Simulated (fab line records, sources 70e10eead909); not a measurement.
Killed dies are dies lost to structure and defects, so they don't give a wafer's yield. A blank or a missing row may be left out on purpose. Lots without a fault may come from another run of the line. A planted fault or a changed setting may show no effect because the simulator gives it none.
Which tool did it? | flow nand_harc | 7 lots, 21 wafers sampled, at 2 steps of a route of 1302

WHAT THE GAUGES READ, wafer by wafer
NHARC_A_ONON_D2_THK_MEAS_02: measures by ellipsometry.
lot  | measured     | on            | thk_nm (nm)
L512 | day 13 13:37 | film_metro-02 | 977 974 977
L514 | day 14 05:00 | film_metro-01 | 1005 1008 1006
L517 | day 15 16:01 | film_metro-01 | 986 986 986
L519 | day 16 18:25 | film_metro-01 | 1017 1017 1017
L522 | day 17 13:52 | film_metro-01 | 989 988 990
L523 | day 18 10:27 | film_metro-01 | 991 989 990
L531 | day 21 07:29 | film_metro-01 | 1016 1013 1015

WHICH TOOL RAN EACH LOT (tool, then ch and the chambers of the sampled wafers, then the start)
lot  | NHARC_A_DECK1_JOINT_CMP_13
L512 | cmp-02 ch 0,1, day 12 12:06
L514 | cmp-02 ch 0,2,3, day 13 01:25
L517 | cmp-04 ch 0,1,2, day 14 14:04
L519 | cmp-04 ch 0,1,2, day 15 16:53
L522 | cmp-02 ch 1,2,3, day 16 07:02
L523 | cmp-02 ch 0,1,3, day 17 06:22
L531 | cmp-03 ch 0,1,3, day 20 09:44
- NHARC_A_DECK1_JOINT_CMP_13: polishes, target thk 51.023 nm.

THE ANSWER, worked out from the rows above alone
Rule: what is usual is taken from the lots themselves. Put in order of their means at a reading, lots are off if they are a third of the lots or fewer, leave a main group of 4 or more, and stand apart from it by a gap of 3 or more times the standard deviation of the main group's means; of several such gaps the widest counts. A main group whose means are all the same, to the digits that the tables above print for the reading, isn't used. A lot without any number at a reading at which 4 lots or more have one is off too. The other lots that the step has rows for count as sound.
No lot is off at any reading shown: from this, nothing can be told.

WHAT THE SIMULATOR HAD PUT IN
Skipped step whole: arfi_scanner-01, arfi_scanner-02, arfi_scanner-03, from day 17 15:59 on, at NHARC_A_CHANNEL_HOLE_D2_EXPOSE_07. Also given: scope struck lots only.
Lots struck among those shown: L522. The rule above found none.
